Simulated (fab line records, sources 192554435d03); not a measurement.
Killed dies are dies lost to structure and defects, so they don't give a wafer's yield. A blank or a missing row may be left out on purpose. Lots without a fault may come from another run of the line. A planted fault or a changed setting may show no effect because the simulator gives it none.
A struck lot beside a sound one | flow n5_finfet | 37 steps out of a route of 1938
Sound: wafers L134.1, L134.3, L134.4. Struck: wafers L125.2, L125.3, L125.4. The cause comes at the end.
At each step with rows: each side's tool, then ch and its chambers, then its first start. Under that, the readings that differ: sound wafers | struck wafers | difference of the means | sigmas: that difference in standard deviations of wafers without a fault.
alike: readings whose means differ by less than 2 such deviations, and words and numbers that are the same on both sides. not compared: withheld readings, readings that some wafer has no value for, bounds like >300 that may hide the same value, and numbers for which the record gives no deviation and whose values overlap.
The two part at a step that has a row with sigmas, a row that says differs or no value, or rows on one side only. Numbers that don't overlap but have no deviation are shown without sigmas and don't part them. A reading that every wafer of one side lacks parts them only if that side has two wafers or more.

first, 9 steps without rows for these wafers: N5_STI_FIN_REVEAL_PRECLEAN_18 (cleans in SC2, time 45 s); N5_STI_FIN_REVEAL_SRD_28 (time 30 s); N5_DUMMY_GATE_PRECLEAN_00 (cleans in O3/DIW, time 60 s); N5_DUMMY_GATE_SRD_01 (time 30 s); N5_DUMMY_GATE_ALD_02 (deposits SiO2, target thk 2 nm, pulse time 1 s); N5_DUMMY_GATE_CVD_03 (deposits a-Si from SiH4, target thk 150 nm, time 8042 s); N5_DUMMY_GATE_PRECLEAN_46 (cleans in DIW, time 89.5 s); N5_DUMMY_GATE_SRD_47 (dry time 32 s); N5_DUMMY_GATE_CMP_04 (polishes a-Si).
N5_DUMMY_GATE_HM_DEP_06: deposits SiNx from DCS/NH3, target thk 80 nm, time 5141 s.
  sound on lpcvd-01 ch 0/15,0/25,0/29, day 7 23:38; struck on lpcvd-02 ch 0/100,0/104,0/95, day 5 19:55
  reading                                        | sound          | struck       | difference | sigmas
  model.SiNx_of_DUMMY_GATE_HM_DEP_06.thk_nm (nm) | 80.6 80.4 81.2 | 50 49.8 50.2 | -31        |
  alike: zone_power_lower_pct
then, 24 steps without rows for these wafers: N5_DUMMY_GATE_PECVD_30 (deposits SiO2 from TEOS/O2, target thk 55 nm, time 10.8 s); N5_DUMMY_GATE_COAT_34 (time 60 s, resist thk 60 nm); N5_DUMMY_GATE_COAT_35 (time 60 s, resist thk 10 nm); N5_DUMMY_GATE_COAT_28 (time 60 s, resist thk 10 nm); N5_DUMMY_GATE_COAT_09 (resist thk 30 nm); N5_DUMMY_GATE_EBR_11; N5_DUMMY_GATE_SOFTBAKE_10 (time 60 s); N5_DUMMY_GATE_EXPOSE_12 (exposes mask GATE, target cd 25 nm); N5_DUMMY_GATE_PEB_13 (peb time 60 s); N5_DUMMY_GATE_DEVELOP_14 (develop time 30 s); N5_DUMMY_GATE_DESCUM_20 (chemistry O2, time 6.2 s); N5_DUMMY_GATE_ETCH_29 (etches underlayer in N2/H2, target depth 13 nm); N5_DUMMY_GATE_ETCH_36 (etches SiARC in CF4, target depth 13 nm); N5_DUMMY_GATE_ETCH_37 (etches SOC in N2/H2, target depth 60 nm, overetch 30 nm); N5_DUMMY_GATE_STRIP_38 (strips in N2/H2); N5_DUMMY_GATE_STRIP_39 (strips in N2/H2); N5_DUMMY_GATE_TRIM_49 (chemistry O2, time 29 s, target cd 14 nm); N5_DUMMY_GATE_STRIP_40 (strips in CF4); N5_DUMMY_GATE_ETCH_31 (etches SiO2 in C4F6/O2, target depth 82.5 nm, time 27.5 s); N5_DUMMY_GATE_STRIP_41 (strips in O2); N5_DUMMY_GATE_HM_OPEN_21 (chemistry CH3F/O2, target SiNx, target depth 120 nm, time 171.4 s); N5_DUMMY_GATE_ETCH_32 (etches SiO2 in CF4, target depth 3.5 nm, time 3.9 s); N5_DUMMY_GATE_ETCH_23 (etches poly-Si in HBr/Cl2/O2, target depth 41 nm, time 22.3 s); N5_DUMMY_GATE_ETCH_44 (etches poly-Si in HBr/O2, stops on SiO2, target depth 127.5 nm).
N5_ILD0_CMP_03: polishes, stops on SiNx, t overpolish 1.9 s, target thk 197.38 nm.
  sound on cmp-04 ch 0,1,3, day 8 20:13; struck on cmp-01 ch 0,1,2, day 6 15:21
  reading                                        | sound          | struck       | difference | sigmas
  model.SiNx_of_DUMMY_GATE_HM_DEP_06.thk_nm (nm) | 77.6 77.4 78.2 | 47 46.8 47.2 | -31        |
  alike: motor_current_A, overpolish_run_s, time_to_endpoint_s
-- the record jumps here: 7 days lie between the struck wafers' starts before and after (it left off in module ILD0 and takes up again in module BEOL_M4, whose first step shown is number 1111 of the route) --
N5_BEOL_M4_RC_MEAS_101:
  sound on prober-01 ch 0, day 15 08:10; struck on prober-02 ch 0, day 13 19:52
  alike: DIBL_N, DIBL_P, IOFF_N, IOFF_P, ION_N, ION_P, SS_N, SS_P, VT_N, VT_P
then, 1 step without rows for these wafers: N5_PASSIVATION_PROBE_49.

WHERE THEY PART
Nowhere in this record.

WHY: what the simulator had put in
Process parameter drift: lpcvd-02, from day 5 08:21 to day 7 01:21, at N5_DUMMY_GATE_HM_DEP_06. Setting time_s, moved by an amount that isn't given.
